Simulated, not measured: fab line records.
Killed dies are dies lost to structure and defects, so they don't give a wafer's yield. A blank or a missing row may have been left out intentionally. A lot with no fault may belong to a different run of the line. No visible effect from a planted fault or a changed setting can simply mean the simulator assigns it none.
Lot-split experiment    flow n5-finfet    7 lots, 21 wafers read, on a route of 1938 steps

THE SPLIT ITSELF
At N5_MIM_TOP_SPUTTER_03 (material TiN, target thk 35 nm, time 89.7 s), the setting time-s was moved away from the recipe's 89.7 s on 5 of the 21 wafers read, by -8.6% to +10.3%. For the rest of the wafers, this setting stayed at what the recipe calls for.

Reading taken at the split's own step.

THE READING
TiN_of_MIM_TOP_SPUTTER_03.thk-nm (the simulator's own value, which no gauge read), in nm, at N5_MIM_TOP_SPUTTER_03 (material TiN, target thk 35 nm, time 89.7 s). The file does not state a usual value for it. Across the 16 wafers here that went through the recipe, the average is 34.9 nm and the standard deviation 0.35 nm.

wafer   tool, chamber at the split  time-s as run, s  against the recipe  TiN_of_MIM_TOP_SPUTTER_03.thk-nm, nm  against lot-mates on the recipe
L078.1  pvd-sputter-02, -           89.7              recipe              34.2                                  -
L078.3  pvd-sputter-02, -           89.7              recipe              34.2                                  -
L078.6  pvd-sputter-02, -           89.7              recipe              34.4                                  -
L079.1  pvd-sputter-03, -           96.22             +7.3%               36.8                                  +2.2
L079.3  pvd-sputter-03, -           89.7              recipe              34.8                                  -
L079.6  pvd-sputter-03, -           89.7              recipe              34.4                                  -
L081.3  pvd-sputter-02, -           89.7              recipe              35                                    -
L081.5  pvd-sputter-02, -           98.97             +10.3%              38                                    +2.9
L081.6  pvd-sputter-02, -           89.7              recipe              35.2                                  -
L088.1  pvd-sputter-02, -           89.7              recipe              34.8                                  -
L088.3  pvd-sputter-02, -           89.7              recipe              35.2                                  -
L088.4  pvd-sputter-02, -           89.7              recipe              35                                    -
L090.2  pvd-sputter-02, -           89.7              recipe              35.2                                  -
L090.5  pvd-sputter-02, -           89.7              recipe              35.2                                  -
L090.4  pvd-sputter-02, -           85.19             -5.0%               33.4                                  -1.8
L092.1  pvd-sputter-02, -           89.7              recipe              35                                    -
L092.5  pvd-sputter-02, -           89.7              recipe              35                                    -
L092.3  pvd-sputter-02, -           89.7              recipe              34.8                                  -
L095.1  pvd-sputter-03, -           82.03             -8.6%               32.4                                  -2.8
L095.3  pvd-sputter-03, -           82.03             -8.6%               32.2                                  -3.0
L095.6  pvd-sputter-03, -           89.7              recipe              35.2                                  -

THE FIT
A straight line over all 21 wafers: TiN_of_MIM_TOP_SPUTTER_03.thk-nm changes by +0.295 nm for each +1% of time-s; r = +0.97; the points scatter about the line by 0.33 nm.
The same after taking each lot's own level away (the mean of its wafers on the recipe; 21 wafers): +0.315 nm for each +1%; r = +0.99; scatter 0.16 nm.
On that fit, the largest move of time-s shifts the reading by 3.3 nm.
The span of the lots' own levels, 34.27 to 35.20 nm, comes to 2.7 times the standard deviation stated above.
So the lot-to-lot level changes the slope little: the two slopes agree.
Check: +3.4 nm against its lot-mates is what the line predicts for one of the wafers moved furthest among these (+10.3%) when that wafer is left out of the fit. Against them it came out at +2.9 nm.

FURTHER SPLITS ON THESE WAFERS
Before the reading, these wafers also passed through other splits. Each is held against what the fit with the lots' levels taken away leaves over:
other split on the same wafers  wafers away from the commonest value  r with TiN_of_MIM_TOP_SPUTTER_03.thk-nm (lot level and that fit taken away)
N5_BEOL_M15_EXPOSE_07 dose-mj   10                                    +0.36
N5_MIM_BOT_SPUTTER_00 time-s    9                                     +0.03

THE FILE'S OWN FIT
TiN_of_MIM_TOP_SPUTTER_03.thk-nm changes by +0.309 nm for each +1% of time-s, r = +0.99.
